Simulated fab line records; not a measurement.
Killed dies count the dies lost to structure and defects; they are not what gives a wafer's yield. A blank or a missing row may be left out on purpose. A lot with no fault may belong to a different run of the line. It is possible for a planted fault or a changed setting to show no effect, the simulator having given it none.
fab line records :: flow n5-finfet
record:
  lots: 4
  wafers: 12
  last-day: 19
route steps=1938 shown STI_FIN_REVEAL@209 DUMMY_GATE@212 ILD0@338 BEOL_M4@1111 PASSIVATION@1936
lots that met no fault: taken from a fault-free run of the same line
start-h: start of the lot's first displayed wafer, in hours after the record's first day :: wait-h: time in hours since the lot's previous step :: " identical to the entry in the row above :: L1.1+2: several wafers, shown together as one row :: - no value, or no start was given :: * or withheld: withheld :: < > ~ a bound
route shown NAME@n: names a module that has steps shown in the file, with the first one's number in the route :: usual: mean/standard deviation taken from wafers without a fault :: same: alike in all rows :: chamber/n: place in a boat :: sites: per-site readings :: _std_site: their standard deviation :: _edge_site: outer sites' mean less inner sites' :: radius-mm: how far each site lies from the wafer's centre :: mask NAME#n: copy n :: behind: the most recent tool/chamber to have shaped the wafer :: hold: reason for holding the lot/hours on hold/outcome of the hold :: device: the transistor (n, p or np) that didn't switch :: end of line: the route-end tests of the same wafers :: a step with no rows: only its recipe :: killed: at the first sort, the dies lost to defects and structure; wafer yield is something else :: map: the dies of a wafer, with x for killed, . for not killed, _ for no die there
set.NAME: the setting the step ran with; set.NAME@STEP: the setting that earlier step ran with :: model.NAME: the simulator's own value behind a step, which no gauge read
lots at selected steps of the route; one table per step, one row per wafer
services: when a tool's chamber went out of use (start-h, in hours from the record's first day, below 0 if earlier), for how many hours, and the reason
== steps ==
step: N5_STI_FIN_REVEAL_PRECLEAN_18
recipe:
  chemistry: SC2
  time-s: 45
  temp-c: 35
  mix: 1:1:50
step: N5_STI_FIN_REVEAL_SRD_28
recipe:
  dry: ipa-marangoni
  time-s: 30
  temp-c: 23
  rinse-liquid: diw
step: N5_DUMMY_GATE_PRECLEAN_00
recipe:
  chemistry: O3/DIW
  time-s: 60
  temp-c: 22
  o3-ppm: 10
step: N5_DUMMY_GATE_SRD_01
recipe:
  time-s: 30
  temp-c: 23
  rinse-liquid: diw
  dry: ipa-marangoni
step: N5_DUMMY_GATE_ALD_02
recipe:
  material: SiO2
  target-thk-a: 20
  temp-c: 300
  ald-precursor-family: BDEAS
  ald-co-reactant: O2-plasma
  pulse-time-s: 1
  pressure-torr: 2
step: N5_DUMMY_GATE_CVD_03
recipe:
  material: a-Si
  target-thk-a: 1500
  temp-c: 530
  precursor: SiH4
  time-s: 8042
step: N5_DUMMY_GATE_PRECLEAN_46
recipe:
  chemistry: DIW
  time-s: 89.5
  temp-c: 23
step: N5_DUMMY_GATE_SRD_47
recipe:
  dry-time-s: 32
  dry: n2-spin
  spin-rpm: 1500
step: N5_DUMMY_GATE_CMP_04
recipe:
  material: a-Si
  post-cmp-clean: alkaline-brush
step: N5_DUMMY_GATE_HM_DEP_06
recipe:
  material: SiNx
  target-thk-a: 800
  precursor: DCS/NH3
  temp-c: 700
  pressure-mtorr: 300
  time-s: 5141
usual:
  zone-power-lower-pct: 10.4/0.91
lot.wafer: L115.2
tool: lpcvd-02
chamber: 1/20
start-h: 55.15
wait-h: 0.0
zone-power-lower-pct: 11.1
model.SiNx_of_DUMMY_GATE_HM_DEP_06.thk-nm: 80.4

lot.wafer: L115.3
tool: lpcvd-02
chamber: 1/25
start-h: 55.15
wait-h: 0.0
zone-power-lower-pct: 11.1
model.SiNx_of_DUMMY_GATE_HM_DEP_06.thk-nm: 79.8

lot.wafer: L115.6
tool: lpcvd-02
chamber: 1/39
start-h: 55.15
wait-h: 0.0
zone-power-lower-pct: 11.1
model.SiNx_of_DUMMY_GATE_HM_DEP_06.thk-nm: 79.6

lot.wafer: L123.2
tool: lpcvd-02
chamber: 0/45
start-h: 107.99
wait-h: 0.0
zone-power-lower-pct: 10.7
model.SiNx_of_DUMMY_GATE_HM_DEP_06.thk-nm: 48.4

lot.wafer: L123.3
tool: lpcvd-02
chamber: 0/50
start-h: 107.99
wait-h: 0.0
zone-power-lower-pct: 10.7
model.SiNx_of_DUMMY_GATE_HM_DEP_06.thk-nm: 47.8

lot.wafer: L123.5
tool: lpcvd-02
chamber: 0/59
start-h: 107.99
wait-h: 0.0
zone-power-lower-pct: 10.7
model.SiNx_of_DUMMY_GATE_HM_DEP_06.thk-nm: 47.4

lot.wafer: L125.2
tool: lpcvd-02
chamber: 0/95
start-h: 115.92
wait-h: 0.0
zone-power-lower-pct: 10.7
model.SiNx_of_DUMMY_GATE_HM_DEP_06.thk-nm: 50

lot.wafer: L125.3
tool: lpcvd-02
chamber: 0/100
start-h: 115.92
wait-h: 0.0
zone-power-lower-pct: 10.7
model.SiNx_of_DUMMY_GATE_HM_DEP_06.thk-nm: 49.8

lot.wafer: L125.4
tool: lpcvd-02
chamber: 0/104
start-h: 115.92
wait-h: 0.0
zone-power-lower-pct: 10.7
model.SiNx_of_DUMMY_GATE_HM_DEP_06.thk-nm: 50.2

lot.wafer: L134.1
tool: lpcvd-01
chamber: 0/15
start-h: 167.63
wait-h: 0.0
zone-power-lower-pct: 11.1
model.SiNx_of_DUMMY_GATE_HM_DEP_06.thk-nm: 80.6

lot.wafer: L134.3
tool: lpcvd-01
chamber: 0/25
start-h: 167.63
wait-h: 0.0
zone-power-lower-pct: 11.1
model.SiNx_of_DUMMY_GATE_HM_DEP_06.thk-nm: 80.4

lot.wafer: L134.4
tool: lpcvd-01
chamber: 0/29
start-h: 167.63
wait-h: 0.0
zone-power-lower-pct: 11.1
model.SiNx_of_DUMMY_GATE_HM_DEP_06.thk-nm: 81.2
step: N5_DUMMY_GATE_PECVD_30
recipe:
  material: SiO2
  target-thk-a: 550
  temp-c: 400
  precursor: TEOS/O2
  pressure-torr: 6.5
  rf-w: withheld
  teos-flow-sccm: withheld
  gas: O2
  flow-sccm: 2650
  time-s: 10.8
step: N5_DUMMY_GATE_COAT_34
recipe:
  resist: SOC
  temp-c: 250
  time-s: 60
  spin-rpm: 1500
  resist-thk-nm: 60
step: N5_DUMMY_GATE_COAT_35
recipe:
  resist: SiARC
  temp-c: 220
  time-s: 60
  spin-rpm: 1500
  resist-thk-nm: 10
step: N5_DUMMY_GATE_COAT_28
recipe:
  resist: underlayer
  temp-c: 205
  time-s: 60
  spin-rpm: 1500
  resist-thk-nm: 10
step: N5_DUMMY_GATE_COAT_09
recipe:
  resist: CAR-EUV
  spin-rpm: 1500
  resist-thk-nm: 30
step: N5_DUMMY_GATE_EBR_11
recipe:
  solvent: PGMEA
  ebr-width-mm: 1.5
step: N5_DUMMY_GATE_SOFTBAKE_10
recipe:
  temp-c: 110
  time-s: 60
  resist: CAR-EUV
step: N5_DUMMY_GATE_EXPOSE_12
recipe:
  mask-id: GATE
  na: 0.33
  source-shape: annular
  sigma-inner: 0.2
  sigma-outer: 0.6
  polarization: unpolarized
  target-cd-nm: 25
  dose-mj: 34
step: N5_DUMMY_GATE_PEB_13
recipe:
  peb-temp-c: 100
  peb-time-s: 60
  resist: CAR-EUV
step: N5_DUMMY_GATE_DEVELOP_14
recipe:
  develop-time-s: 30
  developer: TMAH
  resist: CAR-EUV
  rinse-liquid: surfactant-rinse
  dry: air-spin
  dev-temp-c: 23
step: N5_DUMMY_GATE_DESCUM_20
recipe:
  chemistry: O2
  time-s: 6.2
  source-power-w: 50
  bias-power-w: 20
  pressure-mtorr: 20
  rf-frequency-hz: 2.712e+07
  temp-c: 40
  resist: CAR-EUV
  o2-flow-sccm: 225
step: N5_DUMMY_GATE_ETCH_29
recipe:
  chemistry: N2/H2
  target: underlayer
  target-depth-a: 130
  ion-energy-ev: 200
  pressure-mtorr: 30
  source-w: 840
  bias-w: 150
  n2-flow-sccm: 200
  h2-flow-sccm: 200
step: N5_DUMMY_GATE_ETCH_36
recipe:
  chemistry: CF4
  target: SiARC
  target-depth-a: 130
  pressure-mtorr: 40
  source-w: 545
  bias-w: 36
  Ar_flow_sccm: 100
  cf4-flow-sccm: 100
  ion-energy-ev: 80
step: N5_DUMMY_GATE_ETCH_37
recipe:
  chemistry: N2/H2
  target: SOC
  target-depth-a: 600
  overetch-a: 300
  temp-c: 40
  ion-energy-ev: 200
  pressure-mtorr: 30
  source-w: 840
  bias-w: 150
  n2-flow-sccm: 200
  h2-flow-sccm: 200
step: N5_DUMMY_GATE_STRIP_38
recipe:
  chemistry: N2/H2
  temp-c: 40
  n2-flow-sccm: 200
  h2-flow-sccm: 200
  rf-frequency-hz: 6e+07
step: N5_DUMMY_GATE_STRIP_39
recipe:
  chemistry: N2/H2
  temp-c: 40
  n2-flow-sccm: 200
  h2-flow-sccm: 200
  rf-frequency-hz: 6e+07
step: N5_DUMMY_GATE_TRIM_49
recipe:
  chemistry: O2
  resist: SOC
  time-s: 29
  target-cd-nm: 14
  source-power-w: 300
  bias-power-w: 0
  O2_flow_sccm: 100
  temp-c: 20
step: N5_DUMMY_GATE_STRIP_40
recipe:
  chemistry: CF4
  resist: SiARC
  power-w: 300
  bias-power-w: 75
  pressure-mtorr: 50
  cf4-flow-sccm: 150
  rf-frequency-hz: 6e+07
step: N5_DUMMY_GATE_ETCH_31
recipe:
  chemistry: C4F6/O2
  target: SiO2
  mask-material: SOC
  target-depth-a: 825
  time-s: 27.5
  ion-energy-ev: 250
  pressure-mtorr: 30
  source-w: 345
  bias-w: 185
  Ar_flow_sccm: 300
  C4F6_flow_sccm: 10
  O2_flow_sccm: 10
step: N5_DUMMY_GATE_STRIP_41
recipe:
  chemistry: O2
  power-w: 400
  temp-c: 40
  pressure-mtorr: 30
  rf-frequency-hz: 6e+07
  bias-power-w: 0
  overash-fraction: 0.3
  o2-flow-sccm: 225
step: N5_DUMMY_GATE_HM_OPEN_21
recipe:
  chemistry: CH3F/O2
  target: SiNx
  target-depth-a: 1200
  Ar_flow_sccm: 150
  CH3F_flow_sccm: 30
  O2_flow_sccm: 23
  time-s: 171.4
  pressure-mtorr: 30
  source-w: 395
  bias-w: 73
  ion-energy-ev: 120.7
step: N5_DUMMY_GATE_ETCH_32
recipe:
  chemistry: CF4
  target: SiO2
  target-depth-a: 35
  time-s: 3.9
  ion-energy-ev: 350
  pressure-mtorr: 10
  icp-w: 800
  bias-w: 400
  cf4-flow-sccm: 80
step: N5_DUMMY_GATE_ETCH_23
recipe:
  chemistry: HBr/Cl2/O2
  HBr_flow_sccm: 150
  Cl2_flow_sccm: 80
  O2_flow_sccm: 12
  bias-w: 102
  target-depth-a: 410
  time-s: 22.3
  target: poly-Si
  mask-material: SiO2
  pressure-mtorr: 10
  icp-w: 800
step: N5_DUMMY_GATE_ETCH_44
recipe:
  chemistry: HBr/O2
  over-etch-frac: 0.7
  target-depth-a: 1275
  stop-on: SiO2
  ion-energy-ev: 60
  bias-w: 20
  target: poly-Si
  mask-material: SiO2
  pressure-mtorr: 20
  icp-w: 400
  HBr_flow_sccm: 120
  O2_flow_sccm: 10
step: N5_ILD0_CMP_03
recipe:
  stop-on: SiNx
  t-overpolish-s: 1.9
  post-cmp-clean: alkaline-brush
  down-force-psi: 4.1491
  platen-rpm: 51.796
  pad-velocity-m-s: 1.0306
  target-thk-nm: 197.38
usual:
  motor-current-A: 12.3/0.87
  overpolish-run-s: 1.899/0.008
  time-to-endpoint-s: 71/4.1
same:
  t-overpolish-s: 1.9
lot.wafer: L115.2
tool: cmp-01
chamber: 2
start-h: 74.93
wait-h: 0.0
motor-current-A: 13.6
overpolish-run-s: 1.904
time-to-endpoint-s: 68
model.SiNx_of_DUMMY_GATE_HM_DEP_06.thk-nm: 77.4

lot.wafer: L115.3
tool: cmp-01
chamber: 1
start-h: 74.93
wait-h: 0.0
motor-current-A: 13.1
overpolish-run-s: 1.891
time-to-endpoint-s: 66
model.SiNx_of_DUMMY_GATE_HM_DEP_06.thk-nm: 76.8

lot.wafer: L115.6
tool: cmp-01
chamber: 2
start-h: 74.93
wait-h: 0.0
motor-current-A: 14.1
overpolish-run-s: 1.901
time-to-endpoint-s: 68
model.SiNx_of_DUMMY_GATE_HM_DEP_06.thk-nm: 76.6

lot.wafer: L123.2
tool: cmp-03
chamber: 0
start-h: 126.56
wait-h: 0.1
motor-current-A: 12.6
overpolish-run-s: 1.916
time-to-endpoint-s: 67
model.SiNx_of_DUMMY_GATE_HM_DEP_06.thk-nm: 45.4

lot.wafer: L123.3
tool: cmp-03
chamber: 1
start-h: 126.56
wait-h: 0.1
motor-current-A: 12.1
overpolish-run-s: 1.902
time-to-endpoint-s: 64
model.SiNx_of_DUMMY_GATE_HM_DEP_06.thk-nm: 44.8

lot.wafer: L123.5
tool: cmp-03
chamber: 3
start-h: 126.56
wait-h: 0.1
motor-current-A: 11.2
overpolish-run-s: 1.871
time-to-endpoint-s: 64
model.SiNx_of_DUMMY_GATE_HM_DEP_06.thk-nm: 44.4

lot.wafer: L125.2
tool: cmp-01
chamber: 2
start-h: 135.35
wait-h: 0.0
motor-current-A: 13.9
overpolish-run-s: 1.888
time-to-endpoint-s: 65
model.SiNx_of_DUMMY_GATE_HM_DEP_06.thk-nm: 47

lot.wafer: L125.3
tool: cmp-01
chamber: 0
start-h: 135.35
wait-h: 0.0
motor-current-A: 12.2
overpolish-run-s: 1.900
time-to-endpoint-s: 66
model.SiNx_of_DUMMY_GATE_HM_DEP_06.thk-nm: 46.8

lot.wafer: L125.4
tool: cmp-01
chamber: 1
start-h: 135.35
wait-h: 0.0
motor-current-A: 13.1
overpolish-run-s: 1.894
time-to-endpoint-s: 67
model.SiNx_of_DUMMY_GATE_HM_DEP_06.thk-nm: 47.2

lot.wafer: L134.1
tool: cmp-04
chamber: 1
start-h: 188.22
wait-h: 0.0
motor-current-A: 12.9
overpolish-run-s: 1.911
time-to-endpoint-s: 63
model.SiNx_of_DUMMY_GATE_HM_DEP_06.thk-nm: 77.6

lot.wafer: L134.3
tool: cmp-04
chamber: 3
start-h: 188.22
wait-h: 0.0
motor-current-A: 12.5
overpolish-run-s: 1.901
time-to-endpoint-s: 69
model.SiNx_of_DUMMY_GATE_HM_DEP_06.thk-nm: 77.4

lot.wafer: L134.4
tool: cmp-04
chamber: 0
start-h: 188.22
wait-h: 0.0
motor-current-A: 12.0
overpolish-run-s: 1.894
time-to-endpoint-s: 71
model.SiNx_of_DUMMY_GATE_HM_DEP_06.thk-nm: 78.2
step: N5_BEOL_M4_RC_MEAS_101
usual:
  DIBL_N: 35.8/1.7
  DIBL_P: 35.3/2
  IOFF_N: 0.150/0.026
  IOFF_P: 0.194/0.029
  ION_N: 667/11
  ION_P: 456/7.1
  SS_N: 71.4/0.65
  SS_P: 73.1/0.64
  VT_N: 251/3
  VT_P: -252/3.2
lot.wafer: L115.2
tool: prober-02
chamber: 0
start-h: 224.13
wait-h: 0.2
DIBL_N[mV/V]: 36.6
DIBL_P[mV/V]: 36.3
IOFF_N[nA/um]: 0.150
IOFF_P[nA/um]: 0.207
ION_N[uA/um]: 657
ION_P[uA/um]: 454
SS_N[mV/dec]: 70.9
SS_P[mV/dec]: 72.7
VT_N[mV]: 251
VT_P[mV]: -250

lot.wafer: L115.3
tool: prober-02
chamber: 0
start-h: 224.13
wait-h: 0.2
DIBL_N[mV/V]: 36.6
DIBL_P[mV/V]: 35.7
IOFF_N[nA/um]: 0.155
IOFF_P[nA/um]: 0.195
ION_N[uA/um]: 669
ION_P[uA/um]: 455
SS_N[mV/dec]: 71.6
SS_P[mV/dec]: 73.1
VT_N[mV]: 248
VT_P[mV]: -253

lot.wafer: L115.6
tool: prober-02
chamber: 0
start-h: 224.13
wait-h: 0.2
DIBL_N[mV/V]: 37.6
DIBL_P[mV/V]: 37.1
IOFF_N[nA/um]: 0.176
IOFF_P[nA/um]: 0.219
ION_N[uA/um]: 673
ION_P[uA/um]: 456
SS_N[mV/dec]: 71.3
SS_P[mV/dec]: 73.2
VT_N[mV]: 247
VT_P[mV]: -250

lot.wafer: L123.2
tool: prober-02
chamber: 0
start-h: 276.97
wait-h: 0.2
DIBL_N[mV/V]: 33.1
DIBL_P[mV/V]: 31.7
IOFF_N[nA/um]: 0.117
IOFF_P[nA/um]: 0.160
ION_N[uA/um]: 661
ION_P[uA/um]: 457
SS_N[mV/dec]: 70.1
SS_P[mV/dec]: 72.4
VT_N[mV]: 251
VT_P[mV]: -254

lot.wafer: L123.3
tool: prober-02
chamber: 0
start-h: 276.97
wait-h: 0.2
DIBL_N[mV/V]: 34.5
DIBL_P[mV/V]: 31.8
IOFF_N[nA/um]: 0.126
IOFF_P[nA/um]: 0.158
ION_N[uA/um]: 681
ION_P[uA/um]: 459
SS_N[mV/dec]: 70.9
SS_P[mV/dec]: 73.3
VT_N[mV]: 252
VT_P[mV]: -255

lot.wafer: L123.5
tool: prober-02
chamber: 0
start-h: 276.97
wait-h: 0.2
DIBL_N[mV/V]: 38.0
DIBL_P[mV/V]: 37.0
IOFF_N[nA/um]: 0.185
IOFF_P[nA/um]: 0.239
ION_N[uA/um]: 683
ION_P[uA/um]: 463
SS_N[mV/dec]: 71.2
SS_P[mV/dec]: 73.1
VT_N[mV]: 248
VT_P[mV]: -248

lot.wafer: L125.2
tool: prober-02
chamber: 0
start-h: 307.86
wait-h: 0.5
DIBL_N[mV/V]: 32.2
DIBL_P[mV/V]: 31.2
IOFF_N[nA/um]: 0.094
IOFF_P[nA/um]: 0.144
ION_N[uA/um]: 642
ION_P[uA/um]: 448
SS_N[mV/dec]: 69.7
SS_P[mV/dec]: 73.1
VT_N[mV]: 258
VT_P[mV]: -255

lot.wafer: L125.3
tool: prober-02
chamber: 0
start-h: 307.86
wait-h: 0.5
DIBL_N[mV/V]: 35.7
DIBL_P[mV/V]: 34.7
IOFF_N[nA/um]: 0.144
IOFF_P[nA/um]: 0.189
ION_N[uA/um]: 657
ION_P[uA/um]: 452
SS_N[mV/dec]: 71.3
SS_P[mV/dec]: 74.0
VT_N[mV]: 254
VT_P[mV]: -253

lot.wafer: L125.4
tool: prober-02
chamber: 0
start-h: 307.86
wait-h: 0.5
DIBL_N[mV/V]: 35.0
DIBL_P[mV/V]: 34.3
IOFF_N[nA/um]: 0.144
IOFF_P[nA/um]: 0.187
ION_N[uA/um]: 670
ION_P[uA/um]: 459
SS_N[mV/dec]: 71.2
SS_P[mV/dec]: 73.2
VT_N[mV]: 251
VT_P[mV]: -253

lot.wafer: L134.1
tool: prober-01
chamber: 0
start-h: 344.16
wait-h: 0.0
DIBL_N[mV/V]: 36.8
DIBL_P[mV/V]: 37.6
IOFF_N[nA/um]: 0.154
IOFF_P[nA/um]: 0.215
ION_N[uA/um]: 668
ION_P[uA/um]: 459
SS_N[mV/dec]: 71.5
SS_P[mV/dec]: 73.2
VT_N[mV]: 251
VT_P[mV]: -251

lot.wafer: L134.3
tool: prober-01
chamber: 0
start-h: 344.16
wait-h: 0.0
DIBL_N[mV/V]: 36.1
DIBL_P[mV/V]: 36.8
IOFF_N[nA/um]: 0.144
IOFF_P[nA/um]: 0.207
ION_N[uA/um]: 670
ION_P[uA/um]: 464
SS_N[mV/dec]: 71.6
SS_P[mV/dec]: 73.1
VT_N[mV]: 250
VT_P[mV]: -251

lot.wafer: L134.4
tool: prober-01
chamber: 0
start-h: 344.16
wait-h: 0.0
DIBL_N[mV/V]: 37.6
DIBL_P[mV/V]: 37.2
IOFF_N[nA/um]: 0.186
IOFF_P[nA/um]: 0.212
ION_N[uA/um]: 668
ION_P[uA/um]: 453
SS_N[mV/dec]: 72.7
SS_P[mV/dec]: 73.5
VT_N[mV]: 248
VT_P[mV]: -252
step: N5_PASSIVATION_PROBE_49
usual:
  defect-limited-yield: 91.5/1.4
  killed_at_M0_to_M3: 34/11
  killed_at_M4_up: 15/6
  killed-at-contacts: 11/5.9
  killed-at-front-end: 37/11
  killed-at-other: 3.6/2.9
  killed-dies: 101/17
  killed-open: 66/12
  killed-short: 33/7.8
  sort_bin_5_function: 5.0/0.97
  sort_bin_6_memory: 3.2/0.65
  sort_bin_8_speed: 0.02/0.2
  sort-n-pass: 1079/17
  sort-yield-pct: 91.4/1.4
same:
  gross-dies: 1180
  killed-at-back-side: 0
  sort_bin_4_leakage[%]: 0
lot.wafer: L123.2
tool: prober-01
chamber: -
start-h: 375.92
wait-h: 0.1
defect-limited-yield[%]: 92.9
killed_at_M0_to_M3: 33
killed_at_M4_up: 8
killed-at-contacts: 3
killed-at-front-end: 35
killed-at-other: 5
killed-dies: 84
killed-open: 62
killed-short: 22
sort_bin_5_function[%]: 4.7
sort_bin_6_memory[%]: 2.3
sort_bin_8_speed[%]: 0
sort-n-pass: 1096
sort-yield-pct[%]: 92.9

lot.wafer: L123.5
tool: prober-01
chamber: -
start-h: 376.07
wait-h: 0.2
defect-limited-yield[%]: 93.2
killed_at_M0_to_M3: 19
killed_at_M4_up: 11
killed-at-contacts: 11
killed-at-front-end: 36
killed-at-other: 3
killed-dies: 80
killed-open: 53
killed-short: 25
sort_bin_5_function[%]: 3.7
sort_bin_6_memory[%]: 2.6
sort_bin_8_speed[%]: 0
sort-n-pass: 1100
sort-yield-pct[%]: 93.2
killed by level:class
L123.2 BEOL_M2:geometric-particle:open=9 FIN_SAQP:geometric-particle:open=7 STI_FIN_REVEAL:geometric-particle:open=7 DUMMY_GATE:geometric-particle:open=7 BEOL_M0_SAQP:geometric-particle:short=6 BEOL_M1:geometric-particle:open=6 BEOL_M3:geometric-particle:open=6 BEOL_M4:geometric-particle:short=4
L123.5 STI_FIN_REVEAL:geometric-particle:open=9 MOL_CONTACT_COAG:geometric-particle:open=9 BEOL_M1:geometric-particle:open=7 DUMMY_GATE:geometric-particle:open=5 FIN_SAQP:geometric-particle:short=4 DUMMY_GATE:geometric-particle:short=4 BEOL_M5:geometric-particle:open=4 GATE_CUT:geometric-particle:short=4
== services ==
tool: cmp-03
chamber: -
start-h: 42.40
hours: 3.4
kind: repair

tool: cmp-01
chamber: -
start-h: 44.11
hours: 9.9
kind: pm

tool: cmp-03
chamber: -
start-h: 66.21
hours: 4.0
kind: pm

tool: cmp-03
chamber: -
start-h: 70.21
hours: -
kind: consumable-replace:conditioner

tool: cmp-03
chamber: -
start-h: 70.21
hours: -
kind: consumable-replace:pad

tool: cmp-04
chamber: -
start-h: 88.49
hours: 0.9
kind: repair

tool: cmp-04
chamber: -
start-h: 145.15
hours: 4.0
kind: pm

tool: cmp-04
chamber: -
start-h: 149.15
hours: -
kind: consumable-replace:conditioner

tool: cmp-04
chamber: -
start-h: 149.15
hours: -
kind: consumable-replace:pad

tool: cmp-01
chamber: -
start-h: 149.55
hours: 4.3
kind: repair

tool: cmp-03
chamber: -
start-h: 161.38
hours: 0.3
kind: repair

tool: cmp-04
chamber: -
start-h: 170.40
hours: 5.5
kind: pm
== key ==
first-sign none at tools or gauges
model-effect:
  step: N5_DUMMY_GATE_HM_DEP_06
  value: SiNx_of_DUMMY_GATE_HM_DEP_06.thk-nm
  without: 80.33
  struck: 48.93
model-effect:
  step: N5_ILD0_CMP_03
  value: SiNx_of_DUMMY_GATE_HM_DEP_06.thk-nm
  without: 77.33
  struck: 45.93
met-at N5_DUMMY_GATE_HM_DEP_06
struck-wafers L123.2,L123.3,L123.5,L125.2,L125.3,L125.4
onset-between 55.15 107.99
fault:
  kind: process-parameter-drift
  tool: lpcvd-02
  chamber: -
  onset-h: 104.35
  steps: N5_DUMMY_GATE_HM_DEP_06
  channel: time-s
  offset: *
  shape: step
  end-h: 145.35
  acts-in: *
  stated: *
